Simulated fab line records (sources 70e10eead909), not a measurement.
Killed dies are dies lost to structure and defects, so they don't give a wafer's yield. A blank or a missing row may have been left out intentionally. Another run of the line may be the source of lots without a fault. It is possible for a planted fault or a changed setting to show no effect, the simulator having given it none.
Which tool did it? / flow nandHarc / 12 lots, 36 wafers sampled, at 5 steps of a route of 1159

== WHAT EACH GAUGE READ, for each wafer ==
NHARC_P_ZERO_WELL_CD_MEAS_37: target cd 720 nm.
lot=L612; measured=day 1 16:10; on=cdSem-03; cdNm (nm)=721.4 718.9 721.0
lot=L614; measured=day 2 04:23; on=cdSem-01; cdNm (nm)=718.4 719.0 719.9
lot=L613; measured=day 2 14:25; on=cdSem-02; cdNm (nm)=715.7 717.9 719.4
lot=L617; measured=day 2 22:15; on=cdSem-02; cdNm (nm)=722.2 723.4 720.6
lot=L618; measured=day 3 04:07; on=cdSem-01; cdNm (nm)=718.4 717.4 717.3
lot=L621; measured=day 3 22:21; on=cdSem-02; cdNm (nm)=729.2 726.5 726.4 729.4 726.2 725.9
lot=L622; measured=day 4 04:10; on=cdSem-02; cdNm (nm)=718.5 717.9 716.5
lot=L629; measured=day 5 22:08; on=cdSem-03; cdNm (nm)=721.2 718.5 718.8
lot=L632; measured=day 6 16:00; on=cdSem-03; cdNm (nm)=720.7 721.2 720.3
lot=L633; measured=day 6 22:06; on=cdSem-03; cdNm (nm)=718.9 719.8 719.8
lot=L634; measured=day 7 04:01; on=cdSem-03; cdNm (nm)=716.1 718.1 720.6
lot=L635; measured=day 7 10:07; on=cdSem-01; cdNm (nm)=719.9 720.1 721.5

NHARC_P_STI_CD_MEAS_16.
lot=L612; measured=day 2 11:48; on=cdSem-01; cdNm (nm)=198.5 197.3 201.7
lot=L614; measured=day 3 02:37; on=cdSem-01; cdNm (nm)=206.2 200.5 199.5
lot=L613; measured=day 3 10:04; on=cdSem-03; cdNm (nm)=199.0 196.0 203.7
lot=L617; measured=day 3 18:46; on=cdSem-02; cdNm (nm)=202.4 199.8 197.3
lot=L618; measured=day 3 23:38; on=cdSem-01; cdNm (nm)=200.6 201.5 200.5
lot=L621; measured=day 4 19:55; on=cdSem-01; cdNm (nm)=194.8 203.7 195.6
lot=L622; measured=day 5 04:32; on=cdSem-03; cdNm (nm)=197.1 199.0 197.6
lot=L629; measured=day 6 17:25; on=cdSem-03; cdNm (nm)=197.1 201.0 199.3
lot=L632; measured=day 7 11:56; on=cdSem-02; cdNm (nm)=200.7 198.8 202.3
lot=L633; measured=day 7 18:43; on=cdSem-02; cdNm (nm)=201.8 193.7 200.6
lot=L634; measured=day 7 23:29; on=cdSem-02; cdNm (nm)=198.4 200.6 199.6
lot=L635; measured=day 8 06:33; on=cdSem-01; cdNm (nm)=204.8 203.1 202.0

== WHAT TOOL EACH LOT RAN ON (gives the tool, then ch and the chambers of the sampled wafers, and finally the start) ==
lot=L612; NHARC_P_ZERO_WELL_EXPOSE_34=krfScanner-03 ch 0, day 1 16:00; NHARC_P_ZERO_WELL_DESCUM_54=rieDiel-06 ch 0,2,3, day 1 17:59; NHARC_P_STI_ETCH_15=rieSi-01 ch 1,2,3, day 2 11:39
lot=L614; NHARC_P_ZERO_WELL_EXPOSE_34=krfScanner-04 ch 0, day 2 04:14; NHARC_P_ZERO_WELL_DESCUM_54=rieDiel-06 ch 0,1,2, day 2 06:12; NHARC_P_STI_ETCH_15=rieSi-06 ch 0,2,3, day 3 02:28
lot=L613; NHARC_P_ZERO_WELL_EXPOSE_34=krfScanner-03 ch 0, day 2 14:16; NHARC_P_ZERO_WELL_DESCUM_54=rieDiel-07 ch 0,1,3, day 2 16:15; NHARC_P_STI_ETCH_15=rieSi-01 ch 1,2,3, day 3 09:55
lot=L617; NHARC_P_ZERO_WELL_EXPOSE_34=krfScanner-03 ch 0, day 2 22:06; NHARC_P_ZERO_WELL_DESCUM_54=rieDiel-06 ch 0,1, day 2 23:56; NHARC_P_STI_ETCH_15=rieSi-01 ch 0,2,3, day 3 18:37
lot=L618; NHARC_P_ZERO_WELL_EXPOSE_34=krfScanner-03 ch 0, day 3 03:58; NHARC_P_ZERO_WELL_DESCUM_54=rieDiel-06 ch 1,3, day 3 05:49; NHARC_P_STI_ETCH_15=rieSi-05 ch 0,2,3, day 3 23:30
lot=L621; NHARC_P_ZERO_WELL_EXPOSE_34=krfScanner-03 ch 0, day 3 22:11; NHARC_P_ZERO_WELL_DESCUM_54=rieDiel-02 ch 0,2, day 4 02:21; NHARC_P_STI_ETCH_15=rieSi-06 ch 1,2, day 4 19:46
lot=L622; NHARC_P_ZERO_WELL_EXPOSE_34=krfScanner-03 ch 0, day 4 04:00; NHARC_P_ZERO_WELL_DESCUM_54=rieDiel-02 ch 0,1,3, day 4 05:58; NHARC_P_STI_ETCH_15=rieSi-05 ch 0,1,3, day 5 04:22
lot=L629; NHARC_P_ZERO_WELL_EXPOSE_34=krfScanner-02 ch 0, day 5 21:59; NHARC_P_ZERO_WELL_DESCUM_54=rieDiel-02 ch 0,2,3, day 5 23:50; NHARC_P_STI_ETCH_15=rieSi-01 ch 2,3, day 6 17:15
lot=L632; NHARC_P_ZERO_WELL_EXPOSE_34=krfScanner-03 ch 0, day 6 15:51; NHARC_P_ZERO_WELL_DESCUM_54=rieDiel-06 ch 1,2,3, day 6 17:42; NHARC_P_STI_ETCH_15=rieSi-05 ch 0,1, day 7 11:46
lot=L633; NHARC_P_ZERO_WELL_EXPOSE_34=krfScanner-03 ch 0, day 6 21:57; NHARC_P_ZERO_WELL_DESCUM_54=rieDiel-06 ch 0,2,3, day 6 23:47; NHARC_P_STI_ETCH_15=rieSi-01 ch 1,3, day 7 18:34
lot=L634; NHARC_P_ZERO_WELL_EXPOSE_34=krfScanner-03 ch 0, day 7 03:51; NHARC_P_ZERO_WELL_DESCUM_54=rieDiel-06 ch 2,3, day 7 05:49; NHARC_P_STI_ETCH_15=rieSi-05 ch 0,1, day 7 23:20
lot=L635; NHARC_P_ZERO_WELL_EXPOSE_34=krfScanner-03 ch 0, day 7 09:57; NHARC_P_ZERO_WELL_DESCUM_54=rieDiel-07 ch 0,1,3, day 7 11:55; NHARC_P_STI_ETCH_15=rieSi-05 ch 1,2,3, day 8 06:21
- NHARC_P_ZERO_WELL_EXPOSE_34: exposes mask P PWELL, target cd 720 nm.
- NHARC_P_ZERO_WELL_DESCUM_54: chemistry O2, time 3 s.
- NHARC_P_STI_ETCH_15: etches the open film in HBr/Cl2, target depth 300 nm, time 100.1 s.

== AS READ BY THE TOOLS THEMSELVES (means over the sampled wafers that have a number; for cases with no such wafer, the mark the record gives instead) ==
NHARC_P_ZERO_WELL_DESCUM_54.
lot=L612; tool=rieDiel-06; drypumpMotorCurrentA (A)=5.98; oesProductAu (a.u.)=1.003; rfVppV (V)=57.8; showerheadPlenumPTorr (Torr)=1.90; throttleValvePct (%)=11.306
lot=L614; tool=rieDiel-06; drypumpMotorCurrentA (A)=5.98; oesProductAu (a.u.)=1.004; rfVppV (V)=57.3; showerheadPlenumPTorr (Torr)=1.92; throttleValvePct (%)=11.316
lot=L613; tool=rieDiel-07; drypumpMotorCurrentA (A)=5.76; oesProductAu (a.u.)=0.996; rfVppV (V)=57.5; showerheadPlenumPTorr (Torr)=1.97; throttleValvePct (%)=11.313
lot=L617; tool=rieDiel-06; drypumpMotorCurrentA (A)=6.07; oesProductAu (a.u.)=0.991; rfVppV (V)=58.3; showerheadPlenumPTorr (Torr)=1.91; throttleValvePct (%)=11.307
lot=L618; tool=rieDiel-06; drypumpMotorCurrentA (A)=5.89; oesProductAu (a.u.)=0.995; rfVppV (V)=58.0; showerheadPlenumPTorr (Torr)=1.90; throttleValvePct (%)=11.306
lot=L621; tool=rieDiel-02; drypumpMotorCurrentA (A)=5.92; oesProductAu (a.u.)=1.004; rfVppV (V)=58.5; showerheadPlenumPTorr (Torr)=2.01; throttleValvePct (%)=11.303
lot=L622; tool=rieDiel-02; drypumpMotorCurrentA (A)=5.91; oesProductAu (a.u.)=1.007; rfVppV (V)=57.3; showerheadPlenumPTorr (Torr)=1.90; throttleValvePct (%)=11.311
lot=L629; tool=rieDiel-02; drypumpMotorCurrentA (A)=5.90; oesProductAu (a.u.)=1.006; rfVppV (V)=57.1; showerheadPlenumPTorr (Torr)=1.95; throttleValvePct (%)=11.319
lot=L632; tool=rieDiel-06; drypumpMotorCurrentA (A)=5.87; oesProductAu (a.u.)=1.009; rfVppV (V)=58.9; showerheadPlenumPTorr (Torr)=1.90; throttleValvePct (%)=11.309
lot=L633; tool=rieDiel-06; drypumpMotorCurrentA (A)=5.99; oesProductAu (a.u.)=1.009; rfVppV (V)=58.3; showerheadPlenumPTorr (Torr)=1.89; throttleValvePct (%)=11.309
lot=L634; tool=rieDiel-06; drypumpMotorCurrentA (A)=5.88; oesProductAu (a.u.)=1.012; rfVppV (V)=58.2; showerheadPlenumPTorr (Torr)=1.88; throttleValvePct (%)=11.317
lot=L635; tool=rieDiel-07; drypumpMotorCurrentA (A)=5.74; oesProductAu (a.u.)=1.004; rfVppV (V)=57.6; showerheadPlenumPTorr (Torr)=1.97; throttleValvePct (%)=11.317

NHARC_P_STI_ETCH_15.
lot=L612; tool=rieSi-01; drypumpMotorCurrentA (A)=5.7; oesProductAu (a.u.)=1.005; throttleValvePct (%)=26.412
lot=L614; tool=rieSi-06; drypumpMotorCurrentA (A)=5.6; oesProductAu (a.u.)=0.994; throttleValvePct (%)=26.399
lot=L613; tool=rieSi-01; drypumpMotorCurrentA (A)=5.7; oesProductAu (a.u.)=0.998; throttleValvePct (%)=26.408
lot=L617; tool=rieSi-01; drypumpMotorCurrentA (A)=5.7; oesProductAu (a.u.)=1.001; throttleValvePct (%)=26.403
lot=L618; tool=rieSi-05; drypumpMotorCurrentA (A)=5.8; oesProductAu (a.u.)=1.016; throttleValvePct (%)=26.407
lot=L621; tool=rieSi-06; drypumpMotorCurrentA (A)=6.1; oesProductAu (a.u.)=1.001; throttleValvePct (%)=26.403
lot=L622; tool=rieSi-05; drypumpMotorCurrentA (A)=5.8; oesProductAu (a.u.)=1.006; throttleValvePct (%)=26.407
lot=L629; tool=rieSi-01; drypumpMotorCurrentA (A)=5.7; oesProductAu (a.u.)=1.014; throttleValvePct (%)=26.410
lot=L632; tool=rieSi-05; drypumpMotorCurrentA (A)=6.0; oesProductAu (a.u.)=1.002; throttleValvePct (%)=26.406
lot=L633; tool=rieSi-01; drypumpMotorCurrentA (A)=5.5; oesProductAu (a.u.)=1.003; throttleValvePct (%)=26.412
lot=L634; tool=rieSi-05; drypumpMotorCurrentA (A)=6.0; oesProductAu (a.u.)=1.001; throttleValvePct (%)=26.402
lot=L635; tool=rieSi-05; drypumpMotorCurrentA (A)=5.8; oesProductAu (a.u.)=1.010; throttleValvePct (%)=26.405

== THE ANSWER, worked out from the rows above alone ==
Rule: the usual values come from the lots themselves. Put in order of their means at a reading, lots are off if they are a third of the lots or fewer, leave a main group of 4 or more, and stand apart from it by a gap of 3 or more times the standard deviation of the main group's means; of several such gaps the widest counts. The tables above print the reading to a certain number of digits; a main group whose means all agree to those digits is not used. Also off: a lot with no number at a reading for which 4 or more lots have one. All remaining lots with rows at the step are treated as sound. The gauges are gone through in route order, then the tools' own readings, and for those a lot's mean is taken as printed above. At the first step where some lot is off, the reading lying furthest off is the one used; lots without a number count as furthest.
Off at NHARC_P_ZERO_WELL_CD_MEAS_37 (cdNm): L621. For the main group the mean is 719.4 nm and the standard deviation 1.4.
If a tool, at a process step before that reading, ran all the lots that are off and no sound lot after the first of them, it fits. Gauges at NHARC_P_ZERO_WELL_CD_MEAS_37: tried the same way as those tools. Of those tried, none fits.

== WHAT WAS PUT IN BY THE SIMULATOR ==
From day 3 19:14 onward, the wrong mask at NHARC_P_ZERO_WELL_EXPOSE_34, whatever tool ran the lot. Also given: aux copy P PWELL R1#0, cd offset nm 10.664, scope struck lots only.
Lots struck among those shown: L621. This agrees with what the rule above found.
